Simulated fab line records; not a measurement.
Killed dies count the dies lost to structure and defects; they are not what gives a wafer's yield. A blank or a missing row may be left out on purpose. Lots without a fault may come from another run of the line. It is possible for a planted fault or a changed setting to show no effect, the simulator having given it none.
Split-lot experiment | flow n5_finfet | 21 wafers read from 7 lots, route of 1938 steps

## ABOUT THE SPLIT
At N5_FIN_CUT_COAT_19 (time 60 s, resist thk 20 nm), the setting spin_rpm was moved away from the recipe's 1500 rpm on 4 of the 21 wafers read, by -8.8% to +10.8%. All remaining wafers had this setting at the recipe value.

## FROM THE SPLIT TO THE READING: what the file shows between them, 5 steps
- N5_FIN_CUT_COAT_29: time 60 s, resist thk 10 nm
- N5_FIN_CUT_COAT_02: resist thk 30 nm
- N5_FIN_CUT_DESCUM_13: chemistry O2, time 7 s
- N5_FIN_CUT_ETCH_30: etches underlayer in N2/H2, target depth 13 nm, time 10.4 s
- N5_FIN_CUT_ETCH_20: etches SiARC in CF4, target depth 26 nm, time 43.3 s

## THE READING
SiARC_of_FIN_CUT_COAT_19.thk_nm (the simulator's own value, which no gauge read), in nm, at N5_FIN_CUT_ETCH_21 (etches SOC in N2/H2, target depth 219 nm, overetch 43.8 nm, time 523.5 s). The file does not state a usual value for it. Here, 17 wafers ran the recipe; their average is 11.8 nm with a standard deviation of 0.16 nm.

wafer  | tool, chamber at the split | spin_rpm as run, rpm | against the recipe | SiARC_of_FIN_CUT_COAT_19.thk_nm, nm | against lot-mates on the recipe
L077.3 | litho_track-05, 0          | 1500                 | recipe             | 11.8                                | -
L077.5 | litho_track-05, 0          | 1500                 | recipe             | 12                                  | -
L077.6 | litho_track-05, 0          | 1500                 | recipe             | 11.6                                | -
L081.3 | litho_track-03, 0          | 1368                 | -8.8%              | 12.4                                | +0.6
L081.4 | litho_track-03, 0          | 1500                 | recipe             | 12                                  | -
L081.5 | litho_track-03, 0          | 1500                 | recipe             | 11.6                                | -
L084.1 | litho_track-03, 0          | 1500                 | recipe             | 12                                  | -
L084.2 | litho_track-03, 0          | 1500                 | recipe             | 12                                  | -
L084.3 | litho_track-03, 0          | 1662                 | +10.8%             | 10.8                                | -1.2
L085.2 | litho_track-05, 0          | 1500                 | recipe             | 11.8                                | -
L085.3 | litho_track-05, 0          | 1500                 | recipe             | 12                                  | -
L085.5 | litho_track-05, 0          | 1500                 | recipe             | 11.6                                | -
L089.1 | litho_track-03, 0          | 1500                 | recipe             | 11.8                                | -
L089.5 | litho_track-03, 0          | 1500                 | recipe             | 11.8                                | -
L089.4 | litho_track-03, 0          | 1500                 | recipe             | 12                                  | -
L091.1 | litho_track-03, 0          | 1373                 | -8.5%              | 12.6                                | +1.0
L091.4 | litho_track-03, 0          | 1373                 | -8.5%              | 13                                  | +1.4
L091.6 | litho_track-03, 0          | 1500                 | recipe             | 11.6                                | -
L094.2 | litho_track-05, 0          | 1500                 | recipe             | 11.8                                | -
L094.4 | litho_track-05, 0          | 1500                 | recipe             | 11.8                                | -
L094.6 | litho_track-05, 0          | 1500                 | recipe             | 12                                  | -

FIT RESULTS
A straight line over all 21 wafers: SiARC_of_FIN_CUT_COAT_19.thk_nm changes by -0.0962 nm for each +1% of spin_rpm; r = -0.91; the points scatter about the line by 0.18 nm.
The same after taking each lot's own level away (the mean of its wafers on the recipe; 21 wafers): -0.114 nm for each +1%; r = -0.93; scatter 0.18 nm.
On that fit, the largest move of spin_rpm shifts the reading by 1.2 nm.
Measured against the standard deviation above, the lots' own levels, which go from 11.60 to 12.00 nm, span 2.5 times it.
In other words, the slope is changed by the lot-to-lot level; the two fits disagree.
Check: for one of the wafers moved furthest among these (+10.8%), held out of the fit, the line's prediction against its lot-mates is -1.25 nm. Against them it came out at -1.2 nm.

## THESE WAFERS: OTHER SPLITS
Note: prior to the reading, these wafers also went through further splits. Each is held against what the fit with the lots' levels taken away leaves over:
other split on the same wafers  | wafers away from the commonest value | r with SiARC_of_FIN_CUT_COAT_19.thk_nm (lot level and that fit taken away)
N5_ZERO_LAYER_COAT_05 spin_rpm  | 7                                    | -0.59
N5_ZERO_LAYER_EXPOSE_08 dose_mj | 7                                    | -0.46
N5_WELL_APT_EXPOSE_05 dose_mj   | 9                                    | -0.36
N5_WELL_APT_PEB_06 peb_time_s   | 9                                    | +0.41
N5_FIN_SAQP_ETCH_65 time_s      | 10                                   | +0.56
N5_FIN_SAQP_COAT_68 spin_rpm    | 3                                    | -0.15

## THE WHOLE CHAIN: every reading that the file lists as answering this split, in the file's order
step               | what it does                                                             | reading                                                                          | change (the file's fit)               | r (the file's)
N5_FIN_CUT_COAT_19 | time 60 s, resist thk 20 nm                                              | SiARC_of_FIN_CUT_COAT_19.thk_nm (the simulator's own value, which no gauge read) | -0.099 nm for each +1% of the setting | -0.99
N5_FIN_CUT_ETCH_20 | etches SiARC in CF4, target depth 26 nm, time 43.3 s                     | etch.depth_nm (the simulator's own value, which no gauge read)                   | -0.099 nm for each +1% of the setting | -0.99
N5_FIN_CUT_ETCH_21 | etches SOC in N2/H2, target depth 219 nm, overetch 43.8 nm, time 523.5 s | SiARC_of_FIN_CUT_COAT_19.thk_nm (the simulator's own value, which no gauge read) | -0.107 nm for each +1% of the setting | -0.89

## THE FILE'S OWN FIT
SiARC_of_FIN_CUT_COAT_19.thk_nm changes by -0.107 nm for each +1% of spin_rpm, r = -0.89.
